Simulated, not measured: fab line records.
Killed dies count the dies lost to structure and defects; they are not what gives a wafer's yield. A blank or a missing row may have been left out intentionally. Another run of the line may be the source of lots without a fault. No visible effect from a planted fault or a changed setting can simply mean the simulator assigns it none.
Chamber matching || flow n5Finfet || N5_ILD0_LINER_00 on aldSin-03 has 4 sister chambers
The step material SiNx, target thk 4 nm, pulse time 1 s, purge time 2 s. 4 wafers are shown with their chamber, then 11 later ones without.

== WAFERS, EACH WITH ITS CHAMBER ==
{"wafer": "L089.1", "chamber": 2, "heaterPowerW (W)": 891}
{"wafer": "L089.4", "chamber": 3, "heaterPowerW (W)": 851}
{"wafer": "L089.6", "chamber": 0, "heaterPowerW (W)": 935}
{"wafer": "L094.2", "chamber": 1, "heaterPowerW (W)": 701}

== WAFERS WHOSE CHAMBER IS MISSING ==
{"wafer": "L094.3", "heaterPowerW (W)": 891}
{"wafer": "L094.5", "heaterPowerW (W)": 895}
{"wafer": "L095.4", "heaterPowerW (W)": 933}
{"wafer": "L095.5", "heaterPowerW (W)": 885}
{"wafer": "L095.6", "heaterPowerW (W)": 726}
{"wafer": "L096.4", "heaterPowerW (W)": 947}
{"wafer": "L096.5", "heaterPowerW (W)": 712}
{"wafer": "L096.6", "heaterPowerW (W)": 894}
{"wafer": "L097.1", "heaterPowerW (W)": 696}
{"wafer": "L097.4", "heaterPowerW (W)": 867}
{"wafer": "L097.5", "heaterPowerW (W)": 957}

== WHICH CHAMBER EACH WENT THROUGH ==
{"wafer": "L094.3", "from the rows above": 2, "in truth": 2}
{"wafer": "L094.5", "from the rows above": 2, "in truth": 2}
{"wafer": "L095.4", "from the rows above": 0, "in truth": 0}
{"wafer": "L095.5", "from the rows above": 2, "in truth": 2}
{"wafer": "L095.6", "from the rows above": 1, "in truth": 1}
{"wafer": "L096.4", "from the rows above": 0, "in truth": 0}
{"wafer": "L096.5", "from the rows above": 1, "in truth": 1}
{"wafer": "L096.6", "from the rows above": 2, "in truth": 2}
{"wafer": "L097.1", "from the rows above": 1, "in truth": 1}
{"wafer": "L097.4", "from the rows above": "can't be placed: 3 or 2", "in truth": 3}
{"wafer": "L097.5", "from the rows above": 0, "in truth": 0}
Correct placement for 10 of the 11. Unplaceable from these rows: 1, with the true chamber sitting among the candidates in 1. Placed wrongly: 0.
How it was worked out, from the rows above alone: a wafer's distance from a chamber is the root of the sum, over the readings, of the square of ((its reading less the chamber's mean) divided by the reading's scatter). If the next closest chamber is less than 2 further off than the closest, the wafer can't be placed; otherwise it belongs to the closest. Each chamber's mean is taken over the wafers shown for it. The scatter (one wafer shown for each chamber): square how far every hidden wafer sits from the nearest shown wafer, average those squares and take the square root.
